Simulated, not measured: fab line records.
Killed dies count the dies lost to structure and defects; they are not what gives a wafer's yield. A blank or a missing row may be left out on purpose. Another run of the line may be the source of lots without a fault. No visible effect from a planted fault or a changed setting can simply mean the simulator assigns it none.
A lot that was struck, set against a sound lot | flow nand-harc | 18 steps out of a route of 1302
Sound: the wafers L195.2, L195.4, L195.5. Wafers struck: L209.2, L209.3, L209.4. Last of all comes the cause.
Order at every step that has rows: each side's tool, ch and its chambers, its first start. Under that, the readings that differ: sound wafers | struck wafers | difference of the means | sigmas: that difference in standard deviations of wafers without a fault.
alike: words and numbers the same on both sides, and readings whose means are apart by under 2 such deviations; not compared: readings that were withheld, readings missing a value for some wafer, numbers with overlapping values and no deviation given by the record, and bounds like >300 which may hide the same value.
The two part at a step that has a row with sigmas, a row that says differs or no value, or rows on one side only. Numbers that have no deviation but don't overlap get no sigmas and don't part them. A reading that every wafer of one side lacks parts them only if that side has two wafers or more.

NHARC_P_ZERO_WELL_CD_MEAS_24: the cd target is 720 nm.
  sound on cd-sem-01 ch 0, day 3 04:38; struck on cd-sem-03 ch 0, day 9 00:27
  alike: cd-nm
then, 1 step without rows for these wafers: NHARC_P_ZERO_WELL_HARDBAKE_25 (time 80 s).
NHARC_P_ZERO_WELL_DESCUM_26: chemistry O2, time 3 s.
  sound on rie-diel-02 ch 1,2, day 3 04:49; struck on rie-diel-10 ch 0,2, day 9 00:40
  alike: drypump-motor-current-A, oes-product-au, rf-vpp-V, showerhead-plenum-p-Torr, throttle-valve-pct
  not compared: rf-hours-counter-h
then, 9 steps without rows for these wafers: NHARC_P_ZERO_WELL_IMPLANT_27; NHARC_P_ZERO_WELL_IMPLANT_57; NHARC_P_ZERO_WELL_IMPLANT_58; NHARC_P_ZERO_WELL_STRIP_28 (strips in SPM, time 840 s); NHARC_P_ZERO_WELL_DEHYDRATE_29 (time 120 s); NHARC_P_ZERO_WELL_HMDS_30 (time 30 s); NHARC_P_ZERO_WELL_COAT_31; NHARC_P_ZERO_WELL_SOFTBAKE_32 (time 95 s); NHARC_P_ZERO_WELL_EBR_33.
NHARC_P_ZERO_WELL_EXPOSE_34: exposes mask P PWELL, target cd 720 nm.
  sound on krf-scanner-02 ch 0, day 3 06:08; struck on krf-scanner-02 ch 0, day 9 02:01
  reading | sound                         | struck                     | difference | sigmas
  mask    | P_PWELL#0 P_PWELL#0 P_PWELL#0 | P_HVPW#0 P_HVPW#0 P_HVPW#0 | differs    |
  alike: exposure-dose-mJ-cm2
then, 2 steps without rows for these wafers: NHARC_P_ZERO_WELL_PEB_35 (peb time 85 s); NHARC_P_ZERO_WELL_DEVELOP_36 (time 70 s).
NHARC_P_ZERO_WELL_CD_MEAS_37: the cd target is 720 nm.
  sound on cd-sem-01 ch 0, day 3 06:17; struck on cd-sem-01 ch 0, day 9 02:11
  reading    | sound             | struck | difference                    | sigmas
  cd-nm (nm) | 723.0 721.3 721.1 | - - -  | no value on the struck wafers |
then, 1 step without rows for these wafers: NHARC_P_ZERO_WELL_HARDBAKE_38 (time 80 s).
-- break in the record here, with 23 days between the starts of the struck wafers on either side (left off in module P_ZERO_WELL, picked up again in module END, where the first step shown is number 1302 on the route) --
NHARC_END_SORT_01:
  only the struck wafers appear in the record here, on prober-01 ch 0 at day 31 22:59; the sound ones have no rows

WHERE THEY PART
First at NHARC_P_ZERO_WELL_EXPOSE_34; last, within this record, at NHARC_END_SORT_01.

WHY: what the simulator had put in
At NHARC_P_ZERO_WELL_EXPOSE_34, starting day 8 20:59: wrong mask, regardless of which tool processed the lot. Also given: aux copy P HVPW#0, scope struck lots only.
